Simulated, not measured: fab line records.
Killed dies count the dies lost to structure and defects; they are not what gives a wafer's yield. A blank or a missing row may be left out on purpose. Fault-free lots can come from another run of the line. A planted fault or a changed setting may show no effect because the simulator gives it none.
Struck lot and sound lot, side by side + flow nand harc + 40 out of 1302 route steps
Sound: the wafers L627.1, L627.4, L627.6. Struck: wafer L636.1 (left out: L636.2, L636.5 of the same lot, which were not struck); the cause appears at the end.
At each step with rows: each side's tool, then ch and its chambers, then its first start. Under that, the readings that differ: sound wafers + struck wafers + difference of the means + sigmas: that difference in standard deviations of wafers without a fault.
alike: readings with means less than 2 such deviations apart, plus words and numbers identical on both sides. not compared: withheld readings, readings lacking a value on some wafer, bounds such as >300 that could conceal the same value, and numbers that have no deviation in the record and whose values overlap.
A row with sigmas, a row that says differs or no value, or rows on one side alone: a step with any of these is where the two part. When numbers do not overlap yet have no deviation, they are printed without sigmas and do not part them. A reading that every wafer of one side lacks parts them only if that side has two wafers or more.

NHARC_A_BONDPAD_THK_MEAS_20: measures by xrf.
  sound on film metro-02 at day 23 17:53; struck on film metro-02 at day 28 09:20
| reading     | sound             | struck | difference | sigmas |
|-------------|-------------------|--------|------------|--------|
| thk nm (nm) | 166.5 166.6 167.1 | 171.0  | +4.3       | +3     |
then, 1 step without rows for these wafers: NHARC_A_BONDPAD_SRD_21 (time 30 s, dry time 20 s).
NHARC_A_BONDPAD_INSPECT_23:
  sound on defect inspect-02 at day 23 18:05; struck on defect inspect-02 at day 28 09:33
  alike: raw defect count
then, 5 steps without rows for these wafers: NHARC_HYBRID_BOND_ACTIVATE_00 (chemistry N2, time 60 s); NHARC_HYBRID_BOND_PRECLEAN_01 (cleans in DIW, time 300 s); NHARC_HYBRID_BOND_SRD_02 (time 30 s, dry time 20 s); NHARC_HYBRID_BOND_BOND_03; NHARC_HYBRID_BOND_ANNEAL_04 (time 7200 s).
NHARC_HYBRID_BOND_OVL_MEAS_05:
  sound on overlay-02 at day 24 07:40; struck on overlay-01 at day 28 18:59
| reading           | sound    | struck | difference | sigmas |
|-------------------|----------|--------|------------|--------|
| overlay x nm (nm) | -3 58 24 | -41    | -67        | -2     |
  alike: overlay y nm
NHARC_HYBRID_BOND_INSPECT_06: inspects for defects (ir void).
  sound on defect inspect-02 at day 24 07:43; struck on defect inspect-02 at day 28 19:02
  alike: raw defect count
NHARC_THIN_TSV_GRIND_00:
  sound on grinder-01 ch 0, day 24 09:05; struck on grinder-01 ch 0, day 28 19:11
  alike: motor current A
then, 4 steps without rows for these wafers: NHARC_THIN_TSV_CMP_01 (polishes); NHARC_THIN_TSV_SRD_03; NHARC_THIN_TSV_PRECLEAN_41 (cleans in SC1); NHARC_THIN_TSV_SRD_42.
NHARC_THIN_TSV_DEP_43: deposits SiO2, target thk 1328.5 nm.
  sound on pecvd-01 ch 0,2, day 24 10:52; struck on pecvd-04 ch 1, day 28 20:55
  alike: flow sccm, throttle valve pct
then, 8 steps without rows for these wafers: NHARC_THIN_TSV_DEHYDRATE_04 (time 120 s); NHARC_THIN_TSV_HMDS_05 (time 30 s); NHARC_THIN_TSV_COAT_06; NHARC_THIN_TSV_SOFTBAKE_07 (time 95 s); NHARC_THIN_TSV_EBR_08; NHARC_THIN_TSV_EXPOSE_09 (exposes mask TSV); NHARC_THIN_TSV_PEB_10 (peb time 85 s); NHARC_THIN_TSV_DEVELOP_11 (time 70 s).
NHARC_THIN_TSV_CD_MEAS_12 targets a cd of 1000 nm.
  sound on cd sem-03 ch 0, day 24 11:36; struck on cd sem-03 ch 0, day 28 21:43
  alike: cd nm
then, 3 steps without rows for these wafers: NHARC_THIN_TSV_HARDBAKE_13 (time 80 s); NHARC_THIN_TSV_DESCUM_14 (chemistry O2, time 3 s); NHARC_THIN_TSV_ETCH_44 (etches the open film in CF4/O2, target depth 1594.2 nm, time 797.1 s).
NHARC_THIN_TSV_ETCH_15: target depth 3000 nm, bosch target overetch cycles 2, bosch etch step 2.8 s.
  sound on rie si-04 ch 0,3, day 24 12:26; struck on rie si-01 ch 0, day 28 22:32
  alike: drypump motor current A
  not compared: rf hours counter h
NHARC_THIN_TSV_CD_MEAS_16:
  sound on cd sem-03 at day 24 12:34; struck on cd sem-02 at day 28 22:40
  alike: cd nm
NHARC_THIN_TSV_STRIP_45: strips in O2.
  sound on plasma asher-02 ch 0, day 24 12:38; struck on plasma asher-01 ch 1, day 28 22:45
  alike: drypump motor current A, heater power w
  not compared: rf hours counter h
then, 2 steps without rows for these wafers: NHARC_THIN_TSV_STRIP_46 (strips in post etch residue remover, time 1200 s); NHARC_THIN_TSV_DEP_47 (deposits SiO2, target thk 200 nm).
NHARC_THIN_TSV_ETCHBACK_48: etches the open film in C4F8/Ar, target depth 1028.5 nm, time 405.17 s.
  sound on rie diel-10 ch 0,1,3, day 24 13:55; struck on rie diel-10 ch 1, day 28 23:59
| reading               | sound          | struck | difference | sigmas |
|-----------------------|----------------|--------|------------|--------|
| oes product au (a.u.) | 0.91 0.92 0.94 | 1.01   | +0.09      | +3     |
  alike: rf vpp V
  not compared: rf hours counter h
then, 4 steps without rows for these wafers: NHARC_THIN_TSV_STRIP_62 (strips in N2/H2, time 20 s); NHARC_THIN_TSV_DEGAS_49 (time 120 s); NHARC_THIN_TSV_PRE_CLEAN_50 (time 30 s); NHARC_THIN_TSV_PVD_19 (deposits TaN, target thk 20 nm).
NHARC_THIN_TSV_PVD_51: deposits Cu, target thk 100 nm.
  sound on pvd sputter-03; struck on pvd sputter-03
  alike: throttle valve pct
NHARC_END_SORT_01:
  sound on prober-01 ch 0, day 25 04:07; struck on prober-02 ch 0, day 29 14:50
| reading                  | sound          | struck | difference | sigmas      |
|--------------------------|----------------|--------|------------|-------------|
| defect limited yield (%) | 95.4 94.2 96.0 | 0      | -95        | -35         |
| killed at other          | 0 1 1          | 625    | +624       | +99 or more |
| killed dies              | 31 39 27       | 677    | +645       | +34         |
  alike: killed at array, killed at periphery, killed open, killed short

== WHERE THEY PART ==
At NHARC_A_BONDPAD_THK_MEAS_20 first; at NHARC_END_SORT_01 last (within this record only).

WHY: whatever the simulator had introduced
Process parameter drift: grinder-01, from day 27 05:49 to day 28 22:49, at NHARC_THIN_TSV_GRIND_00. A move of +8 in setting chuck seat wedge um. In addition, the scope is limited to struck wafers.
